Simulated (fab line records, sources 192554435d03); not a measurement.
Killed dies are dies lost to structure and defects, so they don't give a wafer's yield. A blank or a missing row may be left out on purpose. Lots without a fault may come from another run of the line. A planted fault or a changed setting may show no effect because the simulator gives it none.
Split-lot experiment | flow n5_finfet | 7 lots, 21 wafers read, on a route of 1938 steps

THE SPLIT
At N5_BEOL_M9_ETCH_62 (etches SOC in N2/H2, target depth 110 nm, overetch 22 nm, time 165 s), the setting source_w was moved away from the recipe's 840 W on 9 of the 21 wafers read, by -15.3% to +17.6%. The other wafers ran this setting at the recipe's value.

The reading is taken at the split's own step.

THE READING
rf_vpp_V, in V, at N5_BEOL_M9_ETCH_62 (etches SOC in N2/H2, target depth 110 nm, overetch 22 nm, time 165 s). Fault-free wafers of this fab line usually give 523.9 V, standard deviation 2.7 V.

wafer  | tool, chamber at the split | source_w as run, W | against the recipe | rf_vpp_V, V | against lot-mates on the recipe
L074.1 | rie_diel-03, 0             | 885.3              | +5.4%              | 511.8       | -9.0
L074.4 | rie_diel-03, 3             | 840                | recipe             | 520.8       | -
L074.6 | rie_diel-03, 0             | 885.3              | +5.4%              | 510.2       | -10.6
L078.1 | rie_diel-03, 3             | 840                | recipe             | 522.4       | -
L078.2 | rie_diel-03, 2             | 840                | recipe             | 524.1       | -
L078.6 | rie_diel-03, 2             | 840                | recipe             | 522.8       | -
L079.1 | rie_diel-03, 2             | 840                | recipe             | 523.0       | -
L079.2 | rie_diel-03, 3             | 711.8              | -15.3%             | 549.8       | +27.8
L079.6 | rie_diel-03, 3             | 840                | recipe             | 520.9       | -
L085.1 | rie_diel-03, 3             | 840                | recipe             | 519.5       | -
L085.3 | rie_diel-03, 0             | 947.9              | +12.8%             | 508.9       | -12.4
L085.5 | rie_diel-03, 1             | 840                | recipe             | 523.1       | -
L094.4 | rie_diel-04, 3             | 961.7              | +14.5%             | 503.9       | -22.6
L094.5 | rie_diel-04, 3             | 840                | recipe             | 526.5       | -
L094.6 | rie_diel-04, 2             | 961.7              | +14.5%             | 500.2       | -26.3
L093.1 | rie_diel-03, 2             | 726.7              | -13.5%             | 549.4       | +27.9
L093.4 | rie_diel-03, 3             | 840                | recipe             | 520.3       | -
L093.6 | rie_diel-03, 1             | 840                | recipe             | 522.7       | -
L095.1 | rie_diel-04, 3             | 987.6              | +17.6%             | 498.1       | -24.7
L095.2 | rie_diel-04, 2             | 840                | recipe             | 522.8       | -
L095.6 | rie_diel-04, 0             | 987.6              | +17.6%             | 501.1       | -21.7

THE FIT
A straight line over all 21 wafers: rf_vpp_V changes by -1.51 V for each +1% of source_w; r = -0.97; the points scatter about the line by 3.1 V.
The same after taking each lot's own level away (the mean of its wafers on the recipe; 21 wafers): -1.58 V for each +1%; r = -0.98; scatter 3 V.
On that fit, the largest move of source_w shifts the reading by 28 V.
The lots' own levels span 520.80 to 526.50 V, that is 2.1 times the standard deviation above.
So the lot-to-lot level changes the slope little: the two slopes agree.
Check: with one of the wafers moved furthest among these (+17.6%) left out of the fit, the line predicts -27.3 V for it against its lot-mates. It came out at -24.7 V against them.
Tool readings at the split's step, against how far the setting was moved: rf_vpp_V r = -0.97.

OTHER SPLITS ON THESE WAFERS
These wafers also went through other splits before the reading. Each is held against what the fit with the lots' levels taken away leaves over:
other split on the same wafers | wafers away from the commonest value | r with rf_vpp_V (lot level and that fit taken away)
N5_BEOL_M8_EXPOSE_25 dose_mj   | 3                                    | +0.25
N5_BEOL_M8_ETCH_65 source_w    | 8                                    | +0.07
N5_BEOL_M9_DESCUM_16 time_s    | 4                                    | +0.25

THE WHOLE CHAIN: every reading that the file lists as answering this split, in the file's order
step               | what it does                                                         | reading                                                                          | change (the file's fit)               | r (the file's)
N5_BEOL_M9_ETCH_62 | etches SOC in N2/H2, target depth 110 nm, overetch 22 nm, time 165 s | rf_vpp_V                                                                         | -1.58 V for each +1% of the setting   | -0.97
N5_BEOL_M9_ETCH_62 | etches SOC in N2/H2, target depth 110 nm, overetch 22 nm, time 165 s | SiARC_of_BEOL_M9_COAT_60.thk_nm (the simulator's own value, which no gauge read) | -0.042 nm for each +1% of the setting | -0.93

THE FILE'S OWN FIT
rf_vpp_V changes by -1.58 V for each +1% of source_w, r = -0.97.
